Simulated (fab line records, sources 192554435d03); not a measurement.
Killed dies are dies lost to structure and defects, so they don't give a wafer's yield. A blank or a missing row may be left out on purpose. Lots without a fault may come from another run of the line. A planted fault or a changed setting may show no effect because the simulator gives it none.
Which tool did it? | flow n5_finfet | 12 lots, 32 wafers sampled, at 5 steps of a route of 1938

WHAT THE GAUGES READ, wafer by wafer
N5_BEOL_M7_OCD_MEAS_38. Usual: trench_depth_nm 94.2 nm, standard deviation 1.6.
lot  | measured     | on     | trench_depth_nm (nm) | flag
L179 | day 9 03:08  | ocd-02 | 93.5 96.6 96.0       |
L183 | day 10 06:56 | ocd-02 | 95.5 93.6 96.4       |
L182 | day 10 07:20 | ocd-01 | 95.9 95.3            |
L184 | day 10 13:22 | ocd-01 | 95.2 92.7            |
L185 | day 11 00:07 | ocd-01 | 95.8 93.7 95.7       |
L192 | day 12 11:56 | ocd-01 | 96.5 94.2 91.8       |
L194 | day 12 19:34 | ocd-02 | 90.3 95.3 89.9       |
L195 | day 12 23:19 | ocd-01 | 91.8 97.5 95.9       |
L196 | day 13 14:04 | ocd-01 | 94.5 93.8            |
L197 | day 13 20:55 | ocd-01 | 95.1 97.1 95.1       |
L200 | day 14 16:05 | ocd-02 | 95.1 94.5 93.8       |
L201 | day 15 13:53 | ocd-02 | 94.2 92.6            |

N5_BEOL_M7_INSPECT_58: inspects for defects (darkfield). Usual: raw_defect_count 69, standard deviation 22.
lot  | measured     | on                | raw_defect_count | flag
L179 | day 9 06:47  | defect_inspect-02 | 88 109 105       |
L183 | day 10 11:53 | defect_inspect-01 | 74 70 55         |
L182 | day 10 11:19 | defect_inspect-01 | 63 73            |
L184 | day 10 16:10 | defect_inspect-02 | 46 126           |
L185 | day 11 03:35 | defect_inspect-01 | 59 52 40         |
L192 | day 12 15:26 | defect_inspect-02 | 107 78 71        |
L194 | day 12 22:34 | defect_inspect-02 | 79 103 87        |
L195 | day 13 02:38 | defect_inspect-02 | 84 63 87         |
L196 | day 13 18:17 | defect_inspect-01 | 59 80            |
L197 | day 14 01:17 | defect_inspect-01 | 37 77 68         |
L200 | day 14 19:16 | defect_inspect-02 | 68 39 48         |
L201 | day 15 16:43 | defect_inspect-01 | 51 46            |

N5_BEOL_M8_THK_MEAS_01. Usual: M8_ILD_THK 154.7 nm, standard deviation 1.8.
lot  | measured     | on            | M8_ILD_THK (nm)   | flag
L179 | day 9 07:25  | film_metro-01 | 157.0 155.5 155.1 |
L183 | day 10 12:33 | film_metro-01 | 154.2 151.3 157.2 |
L182 | day 10 12:04 | film_metro-01 | 153.2 156.0       |
L184 | day 10 18:43 | film_metro-02 | 153.6 155.5       |
L185 | day 11 04:13 | film_metro-02 | 152.9 153.9 156.1 |
L192 | day 12 16:04 | film_metro-02 | 153.8 151.1 117.5 | OFF
L194 | day 12 23:13 | film_metro-02 | 150.4 116.9 155.6 | OFF
L195 | day 13 03:14 | film_metro-02 | 155.2 153.3 154.7 |
L196 | day 13 19:23 | film_metro-02 | 152.4 154.4       |
L197 | day 14 01:55 | film_metro-01 | 156.8 158.3 156.8 |
L200 | day 14 19:53 | film_metro-02 | 153.3 155.4 154.6 |
L201 | day 15 17:19 | film_metro-02 | 154.4 155.1       |

WHICH TOOL RAN EACH LOT (tool, then ch and the chambers of the sampled wafers, then the start)
lot  | N5_BEOL_M7_DEGAS_44          | N5_BEOL_M8_ILD_DEP_00
L179 | pvd_sputter-02, day 9 05:02  | pecvd-01 ch 0,1, day 9 06:50
L183 | pvd_sputter-02, day 10 09:55 | pecvd-04 ch 0,2, day 10 11:56
L182 | pvd_sputter-03, day 10 08:01 | pecvd-01 ch 0,2, day 10 11:22
L184 | pvd_sputter-02, day 10 14:16 | pecvd-01 ch 0,1, day 10 16:11
L185 | pvd_sputter-02, day 11 01:21 | pecvd-01 ch 1,2, day 11 03:38
L192 | pvd_sputter-01, day 12 12:36 | pecvd-01 ch 1,2, day 12 15:28
L194 | pvd_sputter-01, day 12 20:15 | pecvd-01 ch 1, day 12 22:36
L195 | pvd_sputter-01, day 13 00:27 | pecvd-03 ch 0,2, day 13 02:40
L196 | pvd_sputter-02, day 13 14:35 | pecvd-04 ch 0,2, day 13 18:20
L197 | pvd_sputter-02, day 13 21:59 | pecvd-04 ch 0,1,2, day 14 01:21
L200 | pvd_sputter-02, day 14 17:27 | pecvd-04 ch 0,1, day 14 19:19
L201 | pvd_sputter-01, day 15 14:56 | pecvd-01 ch 1,2, day 15 16:46
- N5_BEOL_M7_DEGAS_44: time 60 s.
- N5_BEOL_M8_ILD_DEP_00: deposits SiCOH lowk from DEMS/porogen, target thk 179.75 nm, time 33.4 s.

WHAT THE TOOLS THEMSELVES READ (means of the sampled wafers that have a number; where no wafer has one, the mark that the record gives instead)
N5_BEOL_M7_DEGAS_44. Usual: heater_power_w 325 W, standard deviation 33.
lot  | tool           | heater_power_w (W) | flag
L179 | pvd_sputter-02 | 339                |
L183 | pvd_sputter-02 | 339                |
L182 | pvd_sputter-03 | 304                |
L184 | pvd_sputter-02 | 327                |
L185 | pvd_sputter-02 | 308                |
L192 | pvd_sputter-01 | 322                |
L194 | pvd_sputter-01 | 336                |
L195 | pvd_sputter-01 | 322                |
L196 | pvd_sputter-02 | 394                |
L197 | pvd_sputter-02 | 336                |
L200 | pvd_sputter-02 | 319                |
L201 | pvd_sputter-01 | 352                |

N5_BEOL_M8_ILD_DEP_00. Usual: heater_power_w 334 W, standard deviation 69; showerhead_plenum_p_Torr 5.742 Torr, standard deviation 0.019; throttle_valve_pct 14.3 %, standard deviation 0.81.
lot  | tool     | heater_power_w (W) | showerhead_plenum_p_Torr (Torr) | throttle_valve_pct (%) | flag
L179 | pecvd-01 | 295                | 5.750                           | 15.2                   |
L183 | pecvd-04 | 410                | 5.744                           | 13.4                   |
L182 | pecvd-01 | 258                | 5.738                           | 14.2                   |
L184 | pecvd-01 | 240                | 5.739                           | 15.1                   |
L185 | pecvd-01 | 313                | 5.760                           | 14.8                   |
L192 | pecvd-01 | 303                | 5.747                           | 15.1                   |
L194 | pecvd-01 | 324                | 5.754                           | 15.6                   |
L195 | pecvd-03 | 331                | 5.740                           | 13.4                   |
L196 | pecvd-04 | 360                | 5.755                           | 14.0                   |
L197 | pecvd-04 | 385                | 5.740                           | 14.0                   |
L200 | pecvd-04 | 418                | 5.733                           | 14.4                   |
L201 | pecvd-01 | 314                | 5.758                           | 14.8                   |

THE ANSWER, worked out from the rows above alone
Rule: a lot is off if the mean of its wafers that have a number lies more than 3 standard deviations from the usual mean. A lot without any number at a reading at which 4 lots or more have one is off too. The other lots that the step has rows for count as sound. The gauges are gone through in route order, then the tools' own readings, and for those a lot's mean is taken as printed above. The first step at which some lot is off is used, and at that step the reading that is off furthest; a lot without a number counts as furthest.
Off: L192, L194, at N5_BEOL_M8_THK_MEAS_01 (M8_ILD_THK).
A tool fits if, at a process step before that reading, it ran every lot that is off, and no sound lot after the first of them. The gauges at N5_BEOL_M8_THK_MEAS_01 are tried like those tools. None of those tried fits.

WHAT THE SIMULATOR HAD PUT IN
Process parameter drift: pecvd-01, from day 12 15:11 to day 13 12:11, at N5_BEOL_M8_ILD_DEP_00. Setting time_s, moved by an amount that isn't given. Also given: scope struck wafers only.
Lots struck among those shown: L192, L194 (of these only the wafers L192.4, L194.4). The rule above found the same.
